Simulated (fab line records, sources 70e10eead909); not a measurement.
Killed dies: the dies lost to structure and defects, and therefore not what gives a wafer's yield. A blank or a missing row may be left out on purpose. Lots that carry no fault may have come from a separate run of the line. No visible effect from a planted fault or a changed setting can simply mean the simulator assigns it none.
Struck lot and sound lot, side by side / flow nand_harc / 15 out of 1302 route steps
Sound: these wafers, L303.1, L303.2, L303.6. Struck: wafers L308.5, L308.6. The cause is named last.
For every step that has rows: the tool of each side, followed by ch and its chambers, followed by its first start. Under that, the readings that differ: sound wafers / struck wafers / difference of the means / sigmas: that difference in standard deviations of wafers without a fault.
alike: readings with means less than 2 such deviations apart, plus words and numbers identical on both sides. not compared: withheld readings, readings lacking a value on some wafer, bounds such as >300 that could conceal the same value, and numbers that have no deviation in the record and whose values overlap.
A row with sigmas, a row that says differs or no value, or rows on one side alone: a step with any of these is where the two part. Numbers that don't overlap but have no deviation are shown without sigmas and don't part them. A reading that every wafer of one side lacks parts them only if that side has two wafers or more.

NHARC_A_DECK1_JOINT_CMP_02: polishes SiOx.
  sound on cmp-03 ch 0,2,3, day 13 05:34; struck on cmp-03 ch 0,3, day 14 17:58
  alike: edge_zone_pressure_frac, motor_current_A
next, for these wafers, 1 step has no rows: NHARC_A_DECK1_JOINT_SRD_15.
NHARC_A_DECK1_JOINT_DEP_16: deposits SiO2, target thk 45 nm.
  sound on pecvd-04 ch 0,1, day 13 05:59; struck on pecvd-01 ch 1,2, day 14 18:20
reading=throttle_valve_pct (%); sound=16.1 16.1 16.4; struck=14.2 14.8; difference=-1.7; sigmas=-2
  alike: heater_power_w
NHARC_A_DECK1_JOINT_THK_MEAS_17: measures by ellipsometry.
  sound: film_metro-02 at day 13 06:14; struck: film_metro-01 at day 14 18:32
  alike: thk_nm
NHARC_A_DECK1_JOINT_INSPECT_05:
  sound: defect_inspect-02 at day 13 06:16; struck: defect_inspect-01 at day 14 18:34
  alike: raw_defect_count
then, no rows for these wafers at 1 step: NHARC_A_ONON_D2_DEP_00 (target thk 1000 nm).
NHARC_A_ONON_D2_THK_MEAS_02: measures by ellipsometry.
  sound: film_metro-01 at day 13 06:51; struck: film_metro-02 at day 14 19:09
reading=thk_nm (nm); sound=995 995 996; struck=1019 1019; difference=+24; sigmas=+3
then, no rows for these wafers at 1 step: NHARC_A_ONON_D2_DEP_03 (target thk 1000 nm).
NHARC_A_ONON_D2_THK_MEAS_05: measures by ellipsometry.
  sound: film_metro-02 at day 13 07:25; struck: film_metro-02 at day 14 19:43
  alike: thk_nm
then, no rows for these wafers at 1 step: NHARC_A_ONON_D2_DEP_06 (target thk 1000 nm).
NHARC_A_ONON_D2_THK_MEAS_08: measures by ellipsometry.
  sound: film_metro-01 at day 13 08:01; struck: film_metro-02 at day 14 20:17
  alike: thk_nm
NHARC_A_ONON_D2_DEP_09: target thk 1000 nm.
  sound on pecvd_onon-01 ch 0, day 13 08:04; struck on pecvd_onon-01 ch 0, day 14 20:35
NHARC_A_ONON_D2_THK_MEAS_11: measures by ellipsometry.
  sound: film_metro-01 at day 13 08:36; struck: film_metro-02 at day 14 20:51
reading=thk_nm (nm); sound=1007 1007 1005; struck=698 697; difference=-309; sigmas=-31
then, no rows for these wafers at 1 step: NHARC_A_ONON_D2_DEP_12 (target thk 1000 nm).
-- record jumps: 12 days between struck wafers' starts before vs after; left off in module A_ONON_D2, resumes in module END, first step shown is number 1302 of the route --
NHARC_END_SORT_01:
  here the record holds rows for the struck wafers (prober-01 ch 0, day 26 10:27) but none for the sound ones

## WHERE THEY PART
First at NHARC_A_DECK1_JOINT_DEP_16; last, within this record, at NHARC_END_SORT_01.

WHY: what had been put in by the simulator
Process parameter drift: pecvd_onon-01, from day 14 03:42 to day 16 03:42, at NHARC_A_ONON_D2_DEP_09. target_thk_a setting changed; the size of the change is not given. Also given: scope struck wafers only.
